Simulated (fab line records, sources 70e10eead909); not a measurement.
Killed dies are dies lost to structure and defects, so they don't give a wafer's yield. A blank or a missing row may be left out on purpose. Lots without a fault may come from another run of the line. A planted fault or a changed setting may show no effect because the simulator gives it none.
fab line records | flow nand_harc
record lots=13 wafers=39 last_day=33
route steps=1302 shown A_M1@1194 A_BONDPAD@1226 END@1302
lots that met no fault: from a run of the same line without faults
start_h: hours from the record's first day to the start of the lot's first wafer shown | wait_h: hours since the lot's step before | " the same as in the row above | L1.1+2: a row that stands for several wafers | - no value, or no start given | * or withheld: withheld | < > ~ a bound
route shown NAME@n: a module of which the file shows steps, and the number in the route of the first | usual: mean/standard deviation of fault-free wafers | same: alike in all rows | chamber/n: place in a boat | sites: the reading at each site | _std_site: their standard deviation | _edge_site: outer sites' mean less inner sites' | radius_mm: how far each site lies from the wafer's centre | mask NAME#n: copy n | behind: the tool/chamber that last shaped the wafer | hold: why the lot was held/for how many hours/how that ended | device: the transistor (n, p or np) that didn't switch | end of line: the same wafers' tests at the end of the route | a step without rows: its recipe alone | killed: dies lost to structure and defects at the first sort, not the wafer's yield | map: a wafer's dies, x killed, . not, _ none there
set.NAME: the setting as run; set.NAME@STEP: as run at that earlier step | model.NAME: the simulator's own value behind a step, which no gauge read
steps of the route over a sample of lots; a table a step, a row a wafer
services: from which hour (start_h, from the record's first day; less than 0 if before it) a tool's chamber was out of use, for how many hours, and why
## steps
# step NHARC_A_M1_ANNEAL_31
# recipe temp_c=225 time_s=90
# usual wafer_temp_C_max=225.94/0.29
# columns lot.wafer tool chamber start_h wait_h wafer_temp_C_max
L791.1 rtp_anneal-02 0 532.18 - 226.29
L791.2 " 0 " " 225.54
L791.3 " 0 " " 225.88
L792.1 rtp_anneal-01 0 534.15 - 226.26
L792.2 " 0 " " 226.09
L792.4 " 0 " " 226.06
L793.3 rtp_anneal-01 0 538.92 - 226.21
L793.5 " 0 " " 225.96
L793.6 " 0 " " 226.40
L794.1 rtp_anneal-02 0 552.01 - 225.63
L794.2 " 0 " " 225.53
L794.3 " 0 " " 225.55
L795.1 rtp_anneal-02 0 563.30 - 225.47
L795.4 " 0 " " 225.66
L795.5 " 0 " " 225.23
L799.2 rtp_anneal-01 0 603.78 0.4 225.85
L799.5 " 0 " " 225.84
L799.6 " 0 " " 226.28
L801.2 rtp_anneal-01 0 620.93 - 226.07
L801.4 " 0 " " 226.13
L801.6 " 0 " " 226.08
L808.1 rtp_anneal-01 0 706.72 0.3 225.98
L808.3 " 0 " " 225.95
L808.4 " 0 " " 226.01
L809.1 rtp_anneal-02 0 710.56 0.3 225.87
L809.5 " 0 " " 225.68
L809.6 " 0 " " 225.54
L810.1 rtp_anneal-02 0 722.36 - 225.73
L810.3 " 0 " " 225.68
L810.5 " 0 " " 225.98
L811.3 rtp_anneal-02 0 726.47 0.3 226.02
L811.4 " 0 " " 225.67
L811.5 " 0 " " 225.94
L812.1 rtp_anneal-02 0 738.35 0.3 226.10
L812.4 " 0 " " 225.95
L812.5 " 0 " " 225.36
L813.3 rtp_anneal-01 0 742.91 - 226.18
L813.4 " 0 " " 226.32
L813.5 " 0 " " 226.35
# step NHARC_A_M1_DEP_33
# recipe target_thk_a=300 temp_c=370 target_thk_nm=30 pressure_torr=3 flow_sccm=200 rf_w=450 material=SiCN
# usual heater_power_w=604/59 rf_fwd_power_W=448.7/1.4
# columns lot.wafer tool chamber start_h wait_h heater_power_w rf_fwd_power_W since_wet_clean_h
L791.3 pecvd-04 0 533.15 0.1 482 449.2 70
L791.2 " 1 " " 585 448.6 70
L791.1 " 2 " " 603 448.3 70
L792.1 pecvd-03 1 535.16 0.1 621 448.3 156
L792.2 " 2 " " 658 448.2 156
L792.4 " 1 " " 617 448.4 -
L793.3 pecvd-01 2 539.80 0.1 603 447.9 35
L793.6 " 0 " " 558 451.6 -
L793.5 " 1 " " 655 448.0 -
L794.2 pecvd-04 0 552.98 0.1 556 450.1 90
L794.1 " 1 " " 661 450.4 90
L794.3 " 2 " " 675 446.8 90
L795.1 pecvd-03 0 564.26 0.1 608 447.3 4
L795.4 " 0 " " 617 448.8 -
L795.5 " 1 " " 633 450.0 -
L799.2 pecvd-01 1 604.69 0.1 663 446.8 100
L799.5 " 1 " " 656 446.6 -
L799.6 " 2 " " 570 447.1 -
L801.2 pecvd-04 2 621.89 0.1 691 449.1 159
L801.4 " 1 " " 650 449.0 -
L801.6 " 2 " " 683 448.1 -
L808.1 pecvd-04 2 707.68 0.1 651 451.2 64
L808.3 " 1 " " 606 447.5 64
L808.4 " 1 " " 618 449.8 -
L809.1 pecvd-04 2 711.61 0.1 644 449.9 68
L809.5 " 0 " " 546 448.5 -
L809.6 " 1 " " 616 448.0 -
L810.3 pecvd-01 2 723.33 0.1 626 450.3 37
L810.1 " 1 " " 666 449.8 37
L810.5 " 1 " " 688 448.3 -
L811.3 pecvd-01 1 727.33 0.1 676 447.1 41
L811.4 " 2 " " 755 447.8 -
L811.5 " 0 " " 615 448.8 -
L812.1 pecvd-04 1 739.36 0.1 566 450.0 95
L812.5 " 1 " " 579 450.5 -
L812.4 " 2 " " 684 448.2 -
L813.3 pecvd-04 1 743.77 0.1 604 448.1 100
L813.5 " 2 " " 576 451.7 -
L813.4 " 0 " " 481 451.3 -
# step NHARC_A_BONDPAD_PRE_CLEAN_26
# recipe time_s=30 temp_c=280 gas=H2/He
# usual heater_power_w=415/47
# columns lot.wafer tool chamber start_h wait_h heater_power_w
L791.1 pvd_sputter-01 - - - 423
L791.2 " - " " 359
L791.3 " - " " 386
L792.4 pvd_sputter-01 - - - 374
L792.1 " - " " 506
L792.2 " - " " 413
L793.3 pvd_sputter-02 - - - 359
L793.5 " - " " 419
L793.6 " - " " 464
L794.1 pvd_sputter-02 - - - 427
L794.3 " - " " 363
L794.2 " - " " 431
L795.4 pvd_sputter-02 - - - 366
L795.1 " - " " 465
L795.5 " - " " 426
L799.2 pvd_sputter-02 - - - 433
L799.6 " - " " 419
L799.5 " - " " 369
L801.4 pvd_sputter-01 - - - 359
L801.2 " - " " 363
L801.6 " - " " 366
L808.3 pvd_sputter-02 - - - 415
L808.4 " - " " 373
L808.1 " - " " 414
L809.1 pvd_sputter-02 - - - 371
L809.6 " - " " 424
L809.5 " - " " 375
L810.1 pvd_sputter-02 - - - 440
L810.3 " - " " 422
L810.5 " - " " 414
L811.3 pvd_sputter-02 - - - 428
L811.4 " - " " 373
L811.5 " - " " 432
L812.4 pvd_sputter-01 - - - 420
L812.1 " - " " 365
L812.5 " - " " 424
L813.4 pvd_sputter-03 - - - 381
L813.3 " - " " 398
L813.5 " - " " 394
# step NHARC_A_BONDPAD_ECD_18
# recipe target_thk_a=4000 bath_temp_c=25 material=Cu
# columns lot.wafer tool chamber start_h wait_h
L791.2+1+3 ecd_cu-02 1,0,1 536.35 -
L792.1+2+4 ecd_cu-02 1,0,1 538.89 -
L793.3+5+6 ecd_cu-01 1,1,0 543.13 -
L794.2+1+3 ecd_cu-02 1,0,1 556.29 -
L795.1+4+5 ecd_cu-01 1,0,1 567.43 -
L799.2+5+6 ecd_cu-01 1,0,1 608.19 -
L801.2+4+6 ecd_cu-01 0 625.12 -
L808.1+3+4 ecd_cu-01 0,1,0 710.90 -
L809.1+5+6 ecd_cu-01 0,0,1 714.70 -
L810.1+3+5 ecd_cu-02 0,1,1 726.79 -
L811.4+3+5 ecd_cu-01 1,0,1 730.73 -
L812.1+4+5 ecd_cu-01 1,0,1 742.67 -
L813.3+4+5 ecd_cu-02 1,0,1 747.16 -
# step NHARC_END_SORT_01
# recipe temp_c=25
# usual defect_limited_yield=91.6/2.6 killed_at_array=52/17 killed_at_other=0.8/1.1 killed_at_periphery=3.2/2.2 killed_dies=57/17 killed_open=3.4/1.8 killed_short=2.4/1.6 sort_bin_2_pct=2.9/1.1 sort_bin_3_pct=0.6/0.38 sort_bin_4_pct=4.8/1.5 sort_n_pass=620/17 sort_rim_yield_pct=92/4.9 sort_yield_pct=91.6/2.6
# same gross_dies=677 sort_bin_5_pct[%]=0 sort_bin_6_pct[%]=0 sort_bin_7_pct[%]=0 sort_bin_8_pct[%]=0 sort_rim_n_gross=106.00
# columns lot.wafer tool chamber start_h wait_h defect_limited_yield[%] killed_at_array killed_at_other killed_at_periphery killed_dies killed_open killed_short sort_bin_2_pct[%] sort_bin_3_pct[%] sort_bin_4_pct[%] sort_n_pass sort_rim_yield_pct[%] sort_yield_pct[%]
L799.2 prober-01 0 637.84 2.8 25.4 505 0 0 505 2 1 32.8 6.5 35.3 172 18 25.4
L799.5 prober-01 0 640.19 3.6 29.1 479 0 1 480 3 3 28.5 7.1 35.3 197 28 29.1
L799.6 prober-01 0 640.98 3.9 29.4 477 1 0 478 1 2 27.3 5.8 37.5 199 27 29.4
L801.2 prober-02 0 656.48 2.8 28.4 484 0 1 485 1 0 28.8 6.1 36.8 192 34 28.4
L801.4 prober-02 0 658.08 3.4 27.9 486 0 2 488 2 0 28.4 7.4 36.3 189 30 27.9
L801.6 prober-02 0 659.67 4.0 31.0 465 1 1 467 1 1 26.4 4.6 38.0 210 27 31.0
L810.1 prober-01 0 765.20 2.5 93.6 40 1 2 43 3 1 2.2 0.6 3.5 634 95 93.6
L810.3 prober-01 0 766.80 3.1 94.2 38 0 1 39 0 7 1.3 0.9 3.5 638 95 94.2
L810.5 prober-01 0 768.39 3.7 94.4 36 0 2 38 1 1 1.5 0.3 3.8 639 98 94.4
L811.3 prober-02 0 766.82 3.1 93.9 41 0 0 41 5 3 2.2 0.4 3.4 636 92 93.9
L811.4 prober-02 0 767.61 3.4 91.4 52 2 4 58 4 2 2.7 0.9 5.0 619 94 91.4
L811.5 prober-02 0 768.39 3.6 91.9 53 1 1 55 5 0 2.7 1.0 4.4 622 99 91.9
# killed by level:class
L799.2 A_BONDPAD:unspecified=462 A_SLIT:chamber_film_flake=19 A_CHANNEL_HOLE_D1:chamber_film_flake=11 A_CHANNEL_HOLE_D2:chamber_film_flake=6 A_CONTACT:chamber_film_flake=2 A_DECK1_JOINT:geometric_particle:short=1 A_WL_FILL:geometric_particle:open=1 A_BLC:geometric_particle:open=1
L799.5 A_BONDPAD:unspecified=432 A_CHANNEL_HOLE_D1:chamber_film_flake=16 A_SLIT:chamber_film_flake=13 A_CHANNEL_HOLE_D2:chamber_film_flake=6 A_DECK1_JOINT:chamber_film_flake=2 A_ONON_D1:geometric_particle:short=1 A_CHANNEL_FILL_D1:geometric_particle:short=1 A_SGD_CUT:geometric_particle:open=1
L799.6 A_BONDPAD:unspecified=434 A_CHANNEL_HOLE_D1:chamber_film_flake=18 A_SLIT:chamber_film_flake=16 A_CHANNEL_HOLE_D2:chamber_film_flake=2 A_WL_FILL:chamber_film_flake=2 A_CHANNEL_FILL_D2:geometric_particle:open=1 A_M0:geometric_particle:short=1 STARTING-WAFER:geometric_particle:short=1
L801.2 A_BONDPAD:unspecified=475 A_CONTACT:chamber_film_flake=4 A_CHANNEL_HOLE_D1:chamber_film_flake=2 A_CHANNEL_FILL_D2:geometric_particle:open=1 P_STI:chamber_film_flake=1 A_CHANNEL_HOLE_D2:unspecified=1 A_CHANNEL_FILL_D2:chamber_film_flake=1
L801.4 A_BONDPAD:unspecified=471 A_CHANNEL_HOLE_D1:chamber_film_flake=4 A_CONTACT:chamber_film_flake=4 A_CHANNEL_HOLE_D2:unspecified=2 A_CHANNEL_HOLE_D2:chamber_film_flake=2 A_ONON_D2:geometric_particle:open=1 A_M0:geometric_particle:open=1 P_STI:chamber_film_flake=1
L801.6 A_BONDPAD:unspecified=448 A_CHANNEL_HOLE_D1:chamber_film_flake=4 A_CHANNEL_HOLE_D2:unspecified=4 A_CONTACT:chamber_film_flake=4 A_SLIT:chamber_film_flake=2 A_SGD_CUT:geometric_particle:short=1 A_M0:geometric_particle:open=1 P_GATE:chamber_film_flake=1
L810.1 A_CHANNEL_HOLE_D1:chamber_film_flake=13 A_CONTACT:chamber_film_flake=11 A_STAIRCASE:chamber_film_flake=8 A_SLIT:chamber_film_flake=5 P_GATE:geometric_particle:open=1 A_CHANNEL_HOLE_D2:geometric_particle:open=1 A_CHANNEL_FILL_D2:geometric_particle:short=1 A_M0:geometric_particle:open=1
L810.3 A_CHANNEL_HOLE_D1:chamber_film_flake=18 A_STAIRCASE:chamber_film_flake=5 A_SLIT:chamber_film_flake=4 A_CONTACT:chamber_film_flake=4 A_SGD_CUT:geometric_particle:short=2 P_M1:geometric_particle:short=1 A_ONON_D1:geometric_particle:short=1 A_ONON_D2:geometric_particle:short=1
L811.3 A_SLIT:chamber_film_flake=21 A_CHANNEL_HOLE_D1:chamber_film_flake=10 A_WL_FILL:geometric_particle:open=2 A_CONTACT:chamber_film_flake=2 A_CHANNEL_FILL_D1:geometric_particle:short=1 A_CHANNEL_FILL_D2:geometric_particle:short=1 A_CHANNEL_FILL_D2:geometric_particle:open=1 A_SGD_CUT:geometric_particle:open=1
L811.4 A_SLIT:chamber_film_flake=40 A_CHANNEL_HOLE_D1:chamber_film_flake=8 A_CONTACT:chamber_film_flake=2 P_STI:geometric_particle:open=1 P_GATE:geometric_particle:open=1 P_CONTACT:geometric_particle:open=1 A_CHANNEL_FILL_D1:geometric_particle:short=1 A_M0:geometric_particle:short=1
L810.5 A_CHANNEL_HOLE_D1:chamber_film_flake=17 A_SLIT:chamber_film_flake=6 A_STAIRCASE:chamber_film_flake=5 A_CONTACT:chamber_film_flake=5 P_STI:chamber_film_flake=2 A_ONON_D2:geometric_particle:open=1 A_ONON_D2:geometric_particle:short=1 A_WL_FILL:chamber_film_flake=1
L811.5 A_SLIT:chamber_film_flake=32 A_CHANNEL_HOLE_D1:chamber_film_flake=11 A_CONTACT:chamber_film_flake=5 P_CONTACT:geometric_particle:open=1 A_DECK1_JOINT:geometric_particle:open=1 A_CHANNEL_FILL_D2:geometric_particle:open=1 A_WL_FILL:geometric_particle:open=1 A_M1:geometric_particle:open=1
## services
# columns tool chamber start_h hours kind
pecvd-03 - 547.19 13.0 pm
ecd_cu-01 - 556.69 8.0 pm
pvd_sputter-01 - 582.00 10.0 pm
pecvd-03 2 585.82 4.0 repair
ecd_cu-02 - 596.56 8.0 pm
pvd_sputter-01 - 600.61 2.0 repair
pecvd-03 0 603.76 3.6 repair
pecvd-04 - 631.11 13.0 pm
pvd_sputter-02 - 638.08 10.0 pm
ecd_cu-01 - 639.91 0.5 repair
ecd_cu-01 - 646.55 0.9 repair
pecvd-01 - 647.51 0.3 repair
ecd_cu-02 - 653.62 0.8 repair
pecvd-03 - 672.63 1.6 repair
pecvd-01 - 673.00 13.0 pm
pvd_sputter-02 - 678.60 5.5 repair
pvd_sputter-01 - 689.95 1.1 repair
ecd_cu-01 - 696.71 2.6 repair
ecd_cu-02 - 714.53 2.9 repair
pecvd-04 - 719.52 0.7 repair
pecvd-03 - 728.32 13.0 pm
ecd_cu-01 - 732.69 8.0 pm
pvd_sputter-02 - 741.35 0.8 repair
rtp_anneal-02 - 744.00 12.0 pm
## key
first_sign step=NHARC_END_SORT_01 reading=killed_at_array direction=up sigmas=25 usual=52 struck=483
effect step=NHARC_END_SORT_01 reading=defect_limited_yield direction=down sigmas=25 usual=91.6 struck=28.5
more_kills_born_at NHARC_A_BONDPAD_ECD_18@ecd_cu-01=2722
met_at NHARC_A_BONDPAD_ECD_18
struck_lots L799,L801
not_acting_at NHARC_A_M1_ANNEAL_31,NHARC_A_M1_DEP_33,NHARC_A_BONDPAD_PRE_CLEAN_26
onset_between 567.43 608.19
fault kind=chamber_particle_source tool=ecd_cu-01 chamber=- onset_h=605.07 steps=NHARC_A_BONDPAD_ECD_18 rate_per_visit_cm2=1.3247 end_h=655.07
